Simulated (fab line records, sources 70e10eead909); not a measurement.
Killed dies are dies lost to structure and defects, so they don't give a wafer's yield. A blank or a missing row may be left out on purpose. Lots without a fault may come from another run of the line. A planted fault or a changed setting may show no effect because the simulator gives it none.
Chamber matching | flow nand_harc | NHARC_A_STAIRCASE_DEP_151 on pecvd-02: 3 sister chambers
The step deposits SiO2, target thk 3800 nm. 3 wafers are shown with their chamber, then 10 later ones without.

WAFERS WITH THEIR CHAMBER
wafer  | chamber | heater_power_w (W)
L086.3 | 0       | 885
L086.6 | 2       | 583
L087.4 | 1       | 676

WAFERS WITHOUT THEIR CHAMBER
wafer  | heater_power_w (W)
L087.5 | 774
L090.2 | 779
L090.3 | 702
L090.4 | 667
L091.1 | 971
L091.2 | 728
L091.6 | 774
L097.3 | 675
L097.4 | 580
L097.6 | 779

WHICH CHAMBER EACH WENT THROUGH
wafer  | from the rows above          | in truth
L087.5 | can't be placed: 1 or 0 or 2 | 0
L090.2 | can't be placed: 1 or 0 or 2 | 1
L090.3 | can't be placed: 1 or 2      | 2
L090.4 | can't be placed: 1 or 2      | 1
L091.1 | 0                            | 0
L091.2 | can't be placed: 1 or 2 or 0 | 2
L091.6 | can't be placed: 1 or 0 or 2 | 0
L097.3 | can't be placed: 1 or 2      | 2
L097.4 | can't be placed: 2 or 1      | 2
L097.6 | can't be placed: 1 or 0 or 2 | 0
Placed correctly: 1 of 10. Can't be placed from these rows: 9 (the true chamber is among the candidates in 9). Placed wrongly: 0.
How it was worked out, from the rows above alone: a wafer's distance from a chamber is the root of the sum, over the readings, of the square of ((its reading less the chamber's mean) divided by the reading's scatter). The wafer belongs to the nearest chamber; if the next one is less than 2 further off, it can't be placed. A chamber's mean is the mean of its shown wafers. The scatter: with one shown wafer a chamber, the root of the mean of the squares of how far each hidden wafer lies from its nearest shown one.
